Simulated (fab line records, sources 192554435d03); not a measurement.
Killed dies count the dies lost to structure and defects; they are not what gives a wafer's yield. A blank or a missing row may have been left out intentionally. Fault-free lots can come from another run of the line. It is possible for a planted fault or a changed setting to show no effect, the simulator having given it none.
fab line records	flow n5-finfet
record: lots: 5	wafers: 13	last-day: 16
route steps=1938 shown BEOL_M4@1099 BEOL_M5@1112 BEOL_M14@1767 PASSIVATION@1936
lots with no fault: from the same line, run without faults
start-h: hours from the record's first day to the start of the lot's first wafer shown	wait-h: hours from the lot's prior step to this one	" the same as in the row above	L1.1+2: several wafers, shown together as one row	- no value present, or no start provided	* or withheld: withheld	< > ~ a bound
route shown NAME@n: names a module that has steps shown in the file, with the first one's number in the route	usual: the fault-free wafers' mean and standard deviation	same: alike in all rows	chamber/n: place in a boat	sites: readings site by site	_std_site: their standard deviation	_edge_site: inner sites' mean taken away from outer sites' mean	radius-mm: how far each site lies from the wafer's centre	mask NAME#n: copy n	behind: tool/chamber where the wafer was last shaped	hold: why the lot was held/for how many hours/how that ended	device: transistor that didn't switch, given as n, p or np	end of line: the same wafers' tests at the end of the route	where a step has no rows: the recipe by itself	killed: not the wafer's yield, but the dies lost to structure and defects at the first sort	map: a wafer's dies, marking killed ones x, the rest . and places with no die _
set.NAME: the run value of the setting; set.NAME@STEP: its run value at that earlier step	model.NAME: the simulator's own value behind a step, which no gauge read
lots at selected steps of the route; one table per step, one row per wafer
services: from which hour (start-h, from the record's first day; less than 0 if before it) a tool's chamber was out of use, for how many hours, and why
== steps ==
step: N5_BEOL_M4_ANNEAL_95
recipe: temp-c: 400	time-s: 240	ambient: vacuum
step: N5_BEOL_M4_SPUTTER_96
recipe: material: Cu	target-thk-a: 45	temp-c: -20	chamber-pressure-pa: 0.07	power-w: withheld	time-s: 8.29
step: N5_BEOL_M4_ECD_50
recipe: material: Cu	target-thk-a: 3000
step: N5_BEOL_M4_ANNEAL_51
recipe: temp-c: 225	time-s: 90	ambient: N2
step: N5_BEOL_M4_CMP_52
recipe: stop-on: SiOC	t-overpolish-s: 6.8	down-force-psi: 1	platen-rpm: 50	clearing-platen-down-force-psi: 1.5	clearing-platen-rpm: 50	post-cmp-clean: cu-alkaline	target-thk-nm: 40	clearing-platen-pad-velocity-m-s: 0.99484	pad-velocity-m-s: 0.99484
step: N5_BEOL_M4_PRE_CLEAN_60
recipe: gas: NH3/H2	time-s: 15	temp-c: *	rf-power-w: 300
step: N5_BEOL_M4_CO_CAP_55
recipe: material: Co	target-thk-a: 20	temp-c: 200	precursor: CCTBA/H2	pressure-torr: 30	time-s: 102.1
step: N5_BEOL_M4_PRE_CLEAN_56
recipe: gas: NH3	time-s: 15	temp-c: withheld	rf-power-w: 300
step: N5_BEOL_M4_DEP_57
recipe: material: SiCN	target-thk-a: 80	temp-c: withheld	precursor: 3MS/NH3	pressure-torr: 3	rf-w: 202	time-s: 14
step: N5_BEOL_M4_RC_MEAS_101
usual: DIBL_N: 36.9/1.7	DIBL_P: 37.3/2.3	IOFF_N: 0.16/0.033	IOFF_P: 0.22/0.04	ION_N: 673/12	ION_P: 463/8	SS_N: 71.6/0.58	SS_P: 73.4/0.74	VT_N: 250/3.2	VT_P: -250/3.4
lot.wafer	tool	chamber	start-h	wait-h	DIBL_N[mV/V]	DIBL_P[mV/V]	IOFF_N[nA/um]	IOFF_P[nA/um]	ION_N[uA/um]	ION_P[uA/um]	SS_N[mV/dec]	SS_P[mV/dec]	VT_N[mV]	VT_P[mV]
L864.1	prober-01	0	165.63	0.0	35.3	35.2	0.14	0.19	664	458	71.4	72.5	251	-252
L864.4	"	0	"	"	39.5	41.3	0.25	0.30	687	469	72.6	74.3	247	-247
L864.6	"	0	"	"	38.5	39.8	0.22	0.28	680	467	71.9	73.9	244	-248
L875.2	prober-01	0	242.44	0.2	38.1	37.8	0.17	0.23	679	463	70.9	73.7	248	-249
L875.5	"	0	"	"	37.3	38.4	0.16	0.24	672	470	71.2	73.5	250	-247
L877.3	prober-01	0	254.86	0.3	35.7	34.4	0.14	0.18	687	461	71.5	73.0	252	-251
L877.6	"	0	"	"	36.3	37.5	0.16	0.23	677	471	71.6	73.7	248	-251
L878.2	prober-02	0	255.07	0.2	36.3	35.5	0.14	0.21	684	471	71.3	73.1	250	-251
L878.3	"	0	"	"	37.2	36.3	0.17	0.23	685	469	71.6	73.2	247	-248
L878.4	"	0	"	"	39.6	40.3	0.22	0.31	704	488	72.5	74.1	245	-246
L879.3	prober-01	0	262.24	0.3	38.3	40.4	0.18	0.26	673	466	72.2	73.9	248	-248
L879.4	"	0	"	"	37.6	38.3	0.17	0.22	661	455	72.1	73.1	251	-252
L879.5	"	0	"	"	36.4	37.0	0.13	0.19	658	462	72.2	73.1	257	-251
step: N5_BEOL_M5_ILD_DEP_00
recipe: material: SiCOH_lowk	target-thk-a: 1406.4	temp-c: 300	precursor: DEMS/porogen	pressure-torr: 5	rf-w: 500	time-s: 25.9
step: N5_BEOL_M5_CURE_79
recipe: temp-c: 385	time-s: 240	ambient: He/Ar	material: SiCOH_lowk
step: N5_BEOL_M5_PECVD_70
recipe: material: SiO2	target-thk-a: 160	temp-c: 400	precursor: TEOS/O2	pressure-torr: 5.5	rf-w: 450	teos-flow-sccm: 53.8	gas: O2	flow-sccm: 3000	time-s: 18
step: N5_BEOL_M5_HM_DEP_02
recipe: material: TiN	target-thk-a: 200	temp-c: 25	chamber-pressure-pa: 0.49996
step: N5_BEOL_M5_COAT_59
recipe: resist: SOC	temp-c: 250	time-s: 60	spin-rpm: 1500	resist-thk-nm: 60
step: N5_BEOL_M5_COAT_60
recipe: resist: SiARC	temp-c: 220	time-s: 60	spin-rpm: 1500	resist-thk-nm: 12
step: N5_BEOL_M5_COAT_71
recipe: resist: underlayer	temp-c: 205	time-s: 60	spin-rpm: 1500	resist-thk-nm: 5
step: N5_BEOL_M5_COAT_05
recipe: resist: CAR-EUV	spin-rpm: 1500	resist-thk-nm: 30
step: N5_BEOL_M5_EBR_07
recipe: solvent: PGMEA	ebr-width-mm: 1.5
step: N5_BEOL_M5_SOFTBAKE_06
recipe: temp-c: 110	time-s: 60	resist: CAR-EUV
step: N5_BEOL_M5_EXPOSE_08
recipe: mask-id: M5	na: 0.33	source-shape: annular	sigma-inner: 0.4	sigma-outer: 0.8	polarization: unpolarized	target-cd-nm: 28	dose-mj: 35.75
step: N5_BEOL_M5_PEB_09
recipe: peb-temp-c: 100	peb-time-s: 60	resist: CAR-EUV
step: N5_BEOL_M5_DEVELOP_10
recipe: develop-time-s: 30	developer: TMAH	resist: CAR-EUV	rinse-liquid: surfactant-rinse	dry: air-spin	dev-temp-c: 23
step: N5_BEOL_M5_DESCUM_16
recipe: chemistry: O2	time-s: 7	source-power-w: 50	bias-power-w: 20	pressure-mtorr: 20	rf-frequency-hz: 2.712e+07	temp-c: 40	resist: CAR-EUV	o2-flow-sccm: 225
step: N5_BEOL_M5_ETCH_72
recipe: chemistry: N2/H2	target: underlayer	target-depth-a: 65	mask-material: CAR-EUV	time-s: 5.2	ion-energy-ev: 200	pressure-mtorr: 30	source-w: 840	bias-w: 150	n2-flow-sccm: 200	h2-flow-sccm: 200	ends: cleared
step: N5_BEOL_M5_ETCH_61
recipe: chemistry: CF4	target: SiARC	target-depth-a: 156	mask-material: CAR-EUV	time-s: 26	ion-energy-ev: 80	pressure-mtorr: 40	source-w: 545	bias-w: 36	Ar_flow_sccm: 100	cf4-flow-sccm: 100	ends: cleared
step: N5_BEOL_M5_ETCH_62
recipe: chemistry: N2/H2	target: SOC	target-depth-a: 750	overetch-a: 150	mask-material: SiARC	temp-c: 40	time-s: 112.5	ion-energy-ev: 200	pressure-mtorr: 30	source-w: 840	bias-w: 150	n2-flow-sccm: 200	h2-flow-sccm: 200
step: N5_BEOL_M5_STRIP_63
recipe: chemistry: N2/H2	temp-c: 40	n2-flow-sccm: 200	h2-flow-sccm: 200	rf-frequency-hz: 6e+07
step: N5_BEOL_M5_STRIP_73
recipe: chemistry: N2/H2	temp-c: 40	n2-flow-sccm: 200	h2-flow-sccm: 200	rf-frequency-hz: 6e+07
step: N5_BEOL_M5_STRIP_64
recipe: chemistry: CF4	resist: SiARC	power-w: 300	bias-power-w: 75	pressure-mtorr: 50	cf4-flow-sccm: 150	rf-frequency-hz: 6e+07
step: N5_BEOL_M5_HM_OPEN_17
recipe: chemistry: Cl2/BCl3	target-depth-a: 200	overetch-a: 60	target: TiN	mask-material: SOC	ion-energy-ev: 150	pressure-mtorr: 10	icp-w: 1000	bias-w: 126	Cl2_flow_sccm: 53.25	bcl3-flow-sccm: 21.75	Ar_flow_sccm: 25
step: N5_BEOL_M5_STRIP_19
recipe: chemistry: O2	power-w: 400	temp-c: 40	pressure-mtorr: 30	rf-frequency-hz: 6e+07	bias-power-w: 0	overash-fraction: 0.2	o2-flow-sccm: 225
step: N5_BEOL_M5_COAT_65
recipe: resist: SOC	temp-c: 250	time-s: 60	spin-rpm: 1500	resist-thk-nm: 60
step: N5_BEOL_M5_COAT_66
recipe: resist: SiARC	temp-c: 220	time-s: 60	spin-rpm: 1500	resist-thk-nm: 12
step: N5_BEOL_M14_CMP_49
recipe: stop-on: SiO2	t-overpolish-s: 5.2	down-force-psi: 2	platen-rpm: 80	clearing-platen-down-force-psi: 2	clearing-platen-rpm: 80	post-cmp-clean: cu-alkaline	target-thk-nm: 560	clearing-platen-pad-velocity-m-s: 1.5917	pad-velocity-m-s: 1.5917
usual: barrier-field-endpoint-s: 11.40/0.28	motor-current-A: 8.0/0.69	overpolish-run-s: 5.201/0.0083	time-to-endpoint-s: 122/4.2
lot.wafer	tool	chamber	start-h	wait-h	barrier-field-endpoint-s	motor-current-A	overpolish-run-s	time-to-endpoint-s
L864.1	cmp-01	0	249.57	0.3	11.16	8.2	5.224	119
L864.4	"	1	"	"	11.04	8.1	5.207	118
L864.6	"	2	"	"	11.23	7.1	5.203	120
L875.2	cmp-01	1	327.50	0.3	10.90	7.9	5.195	117
L875.5	"	2	"	"	22.60	7.6	3.391	156
L878.2	cmp-03	1	338.71	0.2	11.06	9.6	5.188	116
L878.4	"	2	"	"	11.72	9.2	5.207	125
L878.3	"	0	"	"	11.16	8.4	5.199	114
L879.4	cmp-01	2	347.19	0.1	11.60	7.2	5.196	120
L879.3	"	3	"	"	11.61	7.7	5.196	121
L879.5	"	2	"	"	23.19	7.5	2.799	158
L877.3	cmp-01	0	347.73	0.3	11.38	7.5	5.208	126
L877.6	"	2	"	"	22.16	7.2	3.839	157
step: N5_BEOL_M14_THK_MEAS_50
recipe: thk-meas-gauge: xrf	reads: Cu_of_BEOL_M14_ECD_47
usual: M14_THK: 559/12
lot.wafer	tool	chamber	start-h	wait-h	M14_THK[nm]
L864.1	film-metro-01	-	249.79	-	557
L864.4	"	-	"	"	562
L864.6	"	-	"	"	577
L875.2	film-metro-02	-	327.68	-	556
L875.5	"	-	"	"	1039
L878.2	film-metro-02	-	339.01	-	558
L878.3	"	-	"	"	560
L878.4	"	-	"	"	554
L879.3	film-metro-02	-	347.48	-	567
L879.4	"	-	"	"	551
L879.5	"	-	"	"	1042
L877.3	film-metro-02	-	347.92	-	574
L877.6	"	-	"	"	1044
step: N5_BEOL_M14_INSPECT_55
recipe: inspect-instrument: darkfield	mode: post-dep
usual: raw-defect-count: 74/24
lot.wafer	tool	chamber	start-h	wait-h	raw-defect-count
L864.1	defect-inspect-01	-	249.95	0.0	60
L864.4	"	-	"	"	75
L864.6	"	-	"	"	49
L875.2	defect-inspect-01	-	327.83	0.0	115
L875.5	"	-	"	"	6655
L878.2	defect-inspect-02	-	339.16	0.0	44
L878.3	"	-	"	"	63
L878.4	"	-	"	"	83
L879.3	defect-inspect-01	-	347.64	0.0	69
L879.4	"	-	"	"	105
L879.5	"	-	"	"	6377
L877.3	defect-inspect-01	-	348.10	0.0	38
L877.6	"	-	"	"	6378
step: N5_PASSIVATION_PROBE_49
usual: defect-limited-yield: 91.2/1.3	killed_at_M0_to_M3: 34/10	killed_at_M4_up: 13/4.6	killed-at-contacts: 13/5.5	killed-at-front-end: 41/12	killed-at-other: 2.8/2.4	killed-dies: 104/16	killed-on-rim: 14/4.2	killed-open: 67/12	killed-short: 33/7.2	sort_bin_5_function: 5.1/0.86	sort_bin_6_memory: 3.3/0.62	sort-n-pass: 1076/16	sort-yield-pct: 91.2/1.3
same: gross-dies: 1180	killed-at-back-side: 0	sort_bin_4_leakage[%]: 0	sort_bin_8_speed[%]: 0
lot.wafer	tool	chamber	start-h	wait-h	defect-limited-yield[%]	killed_at_M0_to_M3	killed_at_M4_up	killed-at-contacts	killed-at-front-end	killed-at-other	killed-dies	killed-on-rim	killed-open	killed-short	sort_bin_5_function[%]	sort_bin_6_memory[%]	sort-n-pass	sort-yield-pct[%]
L864.1	prober-01	-	273.48	0.0	91.9	31	12	12	39	1	95	9	67	21	4.3	3.1	1085	91.9
L864.4	prober-01	-	273.63	0.2	91.5	29	11	12	48	0	100	14	70	26	5.3	3.1	1080	91.5
L864.6	prober-01	-	273.73	0.3	90.0	33	23	27	30	5	118	14	71	42	6.2	3.4	1062	90.0
L878.2	prober-02	-	359.04	0.1	92.5	32	11	15	30	1	89	7	54	32	3.9	3.1	1091	92.5
L878.3	prober-02	-	359.09	0.1	86.7	46	23	14	72	2	157	23	90	53	7.6	4.1	1023	86.7
L878.4	prober-02	-	359.14	0.2	89.2	32	17	4	72	2	127	17	75	48	5.5	4.7	1053	89.2
L875.2	prober-01	-	360.52	1.0	91.2	40	23	10	31	0	104	12	67	32	5.7	2.9	1076	91.2
L875.5	prober-01	-	360.67	1.1	0	48	1080	15	37	0	1180	152	83	33	6.5	3.1	0	0
L879.3	prober-01	-	369.82	0.1	89.1	49	5	17	54	4	129	21	82	42	6.1	4.1	1051	89.1
L879.4	prober-01	-	369.87	0.2	91.0	25	4	12	61	4	106	12	57	42	4.8	3.6	1074	91.0
L879.5	prober-01	-	369.92	0.2	0	37	1063	17	54	9	1180	152	83	41	7.0	3.6	0	0
L877.3	prober-01	-	376.11	0.1	91.4	18	11	11	56	5	101	14	62	29	5.0	2.9	1079	91.4
L877.6	prober-01	-	376.26	0.3	0	18	1092	13	57	0	1180	152	59	35	4.4	3.5	0	0
killed by level:class
L864.1 STI_FIN_REVEAL:geometric-particle:open=13 FIN_SAQP:geometric-particle:open=8 MOL_CONTACT_COAG:geometric-particle:open=7 BEOL_M2:geometric-particle:open=7 BEOL_M1:geometric-particle:open=6 BEOL_M0:geometric-particle:open=5 BEOL_M0_SAQP:geometric-particle:open=5 MOL_CONTACT_COAG:geometric-particle:short=5
L864.4 STI_FIN_REVEAL:geometric-particle:open=23 BEOL_M2:geometric-particle:open=7 FIN_SAQP:geometric-particle:open=6 BEOL_M0_SAQP:geometric-particle:short=6 MOL_CONTACT_COAG:geometric-particle:open=6 MOL_CONTACT_COAG:geometric-particle:short=6 BEOL_M0:geometric-particle:open=5 BEOL_M5:geometric-particle:open=5
L864.6 MOL_CONTACT_COAG:geometric-particle:open=19 BEOL_M0_SAQP:geometric-particle:short=11 FIN_SAQP:geometric-particle:open=8 BEOL_M4:geometric-particle:open=7 MOL_CONTACT_COAG:geometric-particle:short=6 BEOL_M0_SAQP:geometric-particle:open=5 STARTING-WAFER:geometric-particle:open=5 BEOL_M4:geometric-particle:short=5
L878.2 MOL_CONTACT_COAG:geometric-particle:open=12 GATE_CUT:geometric-particle:short=8 BEOL_M0_SAQP:geometric-particle:open=7 GATE_CUT:geometric-particle:open=6 BEOL_M1:geometric-particle:open=6 BEOL_M0_SAQP:geometric-particle:short=5 BEOL_M2:geometric-particle:open=4 MOL_CONTACT_COAG:geometric-particle:short=3
L878.3 STI_FIN_REVEAL:geometric-particle:open=25 BEOL_M0_SAQP:geometric-particle:short=18 MOL_CONTACT_COAG:geometric-particle:open=11 HKMG_FIN:area-etch=9 GATE_CUT:geometric-particle:short=8 BEOL_M3:geometric-particle:open=8 BEOL_M0_SAQP:geometric-particle:open=7 BEOL_M1:geometric-particle:open=7
L878.4 STI_FIN_REVEAL:geometric-particle:open=15 FIN_SAQP:geometric-particle:short=14 BEOL_M0_SAQP:geometric-particle:short=10 BEOL_M2:geometric-particle:open=8 BEOL_M5:geometric-particle:open=7 FIN_SAQP:geometric-particle:open=6 STI_FIN_REVEAL:geometric-particle:short=6 DUMMY_GATE:geometric-particle:open=6
L875.2 BEOL_M1:geometric-particle:open=15 FIN_SAQP:geometric-particle:open=8 BEOL_M4:geometric-particle:open=7 BEOL_M4:geometric-particle:short=7 MOL_CONTACT_COAG:geometric-particle:open=7 BEOL_M2:geometric-particle:open=6 BEOL_M3:geometric-particle:open=5 STARTING-WAFER:geometric-particle:short=4
L875.5 BEOL_M14:area-cmp=1063 BEOL_M2:geometric-particle:open=12 FIN_SAQP:geometric-particle:open=10 STI_FIN_REVEAL:geometric-particle:open=10 MOL_CONTACT_COAG:geometric-particle:open=10 BEOL_M3:geometric-particle:open=9 BEOL_M4:geometric-particle:open=6 BEOL_M1:geometric-particle:open=6
L879.3 FIN_SAQP:geometric-particle:open=17 BEOL_M0_SAQP:geometric-particle:open=17 BEOL_M0_SAQP:geometric-particle:short=14 MOL_CONTACT_COAG:geometric-particle:open=13 STI_FIN_REVEAL:geometric-particle:open=8 DUMMY_GATE:geometric-particle:open=7 FIN_SAQP:geometric-particle:short=6 BEOL_M0:geometric-particle:open=6
L879.4 FIN_SAQP:geometric-particle:open=22 FIN_SAQP:geometric-particle:short=11 STI_FIN_REVEAL:geometric-particle:open=9 BEOL_M0_SAQP:geometric-particle:short=8 MOL_CONTACT_COAG:geometric-particle:open=7 BEOL_M2:geometric-particle:open=5 BEOL_M0_SAQP:geometric-particle:open=5 MOL_CONTACT_COAG:geometric-particle:short=5
L879.5 BEOL_M14:area-cmp=1053 FIN_SAQP:geometric-particle:open=20 FIN_SAQP:geometric-particle:short=16 MOL_CONTACT_COAG:geometric-particle:open=15 BEOL_M0_SAQP:geometric-particle:open=11 BEOL_M2:geometric-particle:open=10 BEOL_M0_SAQP:geometric-particle:short=7 STI_FIN_REVEAL:geometric-particle:open=5
L877.3 FIN_SAQP:geometric-particle:open=19 MOL_CONTACT_COAG:geometric-particle:open=10 GATE_CUT:geometric-particle:short=8 BEOL_M2:geometric-particle:open=7 HKMG_FIN:area-etch=6 FIN_SAQP:geometric-particle:short=5 BEOL_M4:geometric-particle:open=5 STI_FIN_REVEAL:geometric-particle:open=4
L877.6 BEOL_M14:area-cmp=1083 FIN_SAQP:geometric-particle:open=18 MOL_CONTACT_COAG:geometric-particle:open=9 FIN_SAQP:geometric-particle:short=7 GATE_CUT:geometric-particle:short=6 GATE_CUT:geometric-particle:open=5 BEOL_M3:geometric-particle:short=5 FIN_CUT:geometric-particle:open=4
map L875.5 (x killed, . not)
_________________xxxxxxxxxxxx________________
______________xxxxxxxxxxxxxxxxxx_____________
___________xxxxxxxxxxxxxxxxxxxxxxxx__________
__________xxxxxxxxxxxxxxxxxxxxxxxxxx_________
________xxxxxxxxxxxxxxxxxxxxxxxxxxxxxx_______
_______xxxxxxxxxxxxxxxxxxxxxxxxxxxxxxxx______
______xxxxxxxxxxxxxxxxxxxxxxxxxxxxxxxxxx_____
_____xxxxxxxxxxxxxxxxxxxxxxxxxxxxxxxxxxxx____
____xxxxxxxxxxxxxxxxxxxxxxxxxxxxxxxxxxxxxx___
___xxxxxxxxxxxxxxxxxxxxxxxxxxxxxxxxxxxxxxxx__
___xxxxxxxxxxxxxxxxxxxxxxxxxxxxxxxxxxxxxxxx__
__xxxxxxxxxxxxxxxxxxxxxxxxxxxxxxxxxxxxxxxxxx_
__xxxxxxxxxxxxxxxxxxxxxxxxxxxxxxxxxxxxxxxxxx_
_xxxxxxxxxxxxxxxxxxxxxxxxxxxxxxxxxxxxxxxxxxxx
_xxxxxxxxxxxxxxxxxxxxxxxxxxxxxxxxxxxxxxxxxxxx
_xxxxxxxxxxxxxxxxxxxxxxxxxxxxxxxxxxxxxxxxxxxx
_xxxxxxxxxxxxxxxxxxxxxxxxxxxxxxxxxxxxxxxxxxxx
_xxxxxxxxxxxxxxxxxxxxxxxxxxxxxxxxxxxxxxxxxxxx
_xxxxxxxxxxxxxxxxxxxxxxxxxxxxxxxxxxxxxxxxxxxx
_xxxxxxxxxxxxxxxxxxxxxxxxxxxxxxxxxxxxxxxxxxxx
_xxxxxxxxxxxxxxxxxxxxxxxxxxxxxxxxxxxxxxxxxxxx
__xxxxxxxxxxxxxxxxxxxxxxxxxxxxxxxxxxxxxxxxxx_
__xxxxxxxxxxxxxxxxxxxxxxxxxxxxxxxxxxxxxxxxxx_
___xxxxxxxxxxxxxxxxxxxxxxxxxxxxxxxxxxxxxxxx__
___xxxxxxxxxxxxxxxxxxxxxxxxxxxxxxxxxxxxxxxx__
____xxxxxxxxxxxxxxxxxxxxxxxxxxxxxxxxxxxxxx___
_____xxxxxxxxxxxxxxxxxxxxxxxxxxxxxxxxxxxx____
______xxxxxxxxxxxxxxxxxxxxxxxxxxxxxxxxxx_____
_______xxxxxxxxxxxxxxxxxxxxxxxxxxxxxxxx______
________xxxxxxxxxxxxxxxxxxxxxxxxxxxxxx_______
__________xxxxxxxxxxxxxxxxxxxxxxxxxx_________
___________xxxxxxxxxxxxxxxxxxxxxxxx__________
______________xxxxxxxxxxxxxxxxxx_____________
_________________xxxxxxxxxxxx________________
map L877.6 (x killed, . not)
_________________xxxxxxxxxxxx________________
______________xxxxxxxxxxxxxxxxxx_____________
___________xxxxxxxxxxxxxxxxxxxxxxxx__________
__________xxxxxxxxxxxxxxxxxxxxxxxxxx_________
________xxxxxxxxxxxxxxxxxxxxxxxxxxxxxx_______
_______xxxxxxxxxxxxxxxxxxxxxxxxxxxxxxxx______
______xxxxxxxxxxxxxxxxxxxxxxxxxxxxxxxxxx_____
_____xxxxxxxxxxxxxxxxxxxxxxxxxxxxxxxxxxxx____
____xxxxxxxxxxxxxxxxxxxxxxxxxxxxxxxxxxxxxx___
___xxxxxxxxxxxxxxxxxxxxxxxxxxxxxxxxxxxxxxxx__
___xxxxxxxxxxxxxxxxxxxxxxxxxxxxxxxxxxxxxxxx__
__xxxxxxxxxxxxxxxxxxxxxxxxxxxxxxxxxxxxxxxxxx_
__xxxxxxxxxxxxxxxxxxxxxxxxxxxxxxxxxxxxxxxxxx_
_xxxxxxxxxxxxxxxxxxxxxxxxxxxxxxxxxxxxxxxxxxxx
_xxxxxxxxxxxxxxxxxxxxxxxxxxxxxxxxxxxxxxxxxxxx
_xxxxxxxxxxxxxxxxxxxxxxxxxxxxxxxxxxxxxxxxxxxx
_xxxxxxxxxxxxxxxxxxxxxxxxxxxxxxxxxxxxxxxxxxxx
_xxxxxxxxxxxxxxxxxxxxxxxxxxxxxxxxxxxxxxxxxxxx
_xxxxxxxxxxxxxxxxxxxxxxxxxxxxxxxxxxxxxxxxxxxx
_xxxxxxxxxxxxxxxxxxxxxxxxxxxxxxxxxxxxxxxxxxxx
_xxxxxxxxxxxxxxxxxxxxxxxxxxxxxxxxxxxxxxxxxxxx
__xxxxxxxxxxxxxxxxxxxxxxxxxxxxxxxxxxxxxxxxxx_
__xxxxxxxxxxxxxxxxxxxxxxxxxxxxxxxxxxxxxxxxxx_
___xxxxxxxxxxxxxxxxxxxxxxxxxxxxxxxxxxxxxxxx__
___xxxxxxxxxxxxxxxxxxxxxxxxxxxxxxxxxxxxxxxx__
____xxxxxxxxxxxxxxxxxxxxxxxxxxxxxxxxxxxxxx___
_____xxxxxxxxxxxxxxxxxxxxxxxxxxxxxxxxxxxx____
______xxxxxxxxxxxxxxxxxxxxxxxxxxxxxxxxxx_____
_______xxxxxxxxxxxxxxxxxxxxxxxxxxxxxxxx______
________xxxxxxxxxxxxxxxxxxxxxxxxxxxxxx_______
__________xxxxxxxxxxxxxxxxxxxxxxxxxx_________
___________xxxxxxxxxxxxxxxxxxxxxxxx__________
______________xxxxxxxxxxxxxxxxxx_____________
_________________xxxxxxxxxxxx________________
== services ==
tool	chamber	start-h	hours	kind
cmp-01	-	268.13	1.9	repair
cmp-01	-	289.09	4.0	pm
cmp-01	-	293.09	-	consumable-replace:conditioner
cmp-01	-	293.09	-	consumable-replace:pad
cmp-03	-	296.21	4.0	pm
cmp-03	-	300.21	-	consumable-replace:conditioner
cmp-03	-	300.21	-	consumable-replace:pad
cmp-03	-	316.56	0.2	repair
== key ==
first-sign: step: N5_BEOL_M14_CMP_49	reading: overpolish-run-s	direction: down	sigmas: 99+	usual: 5.201	struck: 3.343
effect: step: N5_BEOL_M14_CMP_49	reading: barrier-field-endpoint-s	direction: up	sigmas: 40	usual: 11.40	struck: 22.65
effect: step: N5_BEOL_M14_THK_MEAS_50	reading: M14_THK	direction: up	sigmas: 42	usual: 559	struck: 1042
effect: step: N5_BEOL_M14_INSPECT_55	reading: raw-defect-count	direction: up	sigmas: 99+	usual: 74	struck: 6470
effect: step: N5_PASSIVATION_PROBE_49	reading: killed_at_M4_up	direction: up	sigmas: 99+	usual: 13	struck: 1078
more-kills-born-at: N5_BEOL_M14_CMP_49@cmp-01: 3199
met-at N5_BEOL_M14_CMP_49
struck-wafers L875.5,L877.6,L879.5
later-rows-left-out L875.5,L877.6,L879.5
onset-between 249.57 327.50
fault: kind: process-parameter-drift	tool: cmp-01	chamber: -	onset-h: 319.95	steps: N5_BEOL_M14_CMP_49	channel: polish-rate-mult	offset: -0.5	shape: step	end-h: 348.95	scope: struck-wafers-only
later-rows-left-out: the simulator's readings of these wafers behind a module that went badly wrong aren't trusted and aren't shown, but for the sort
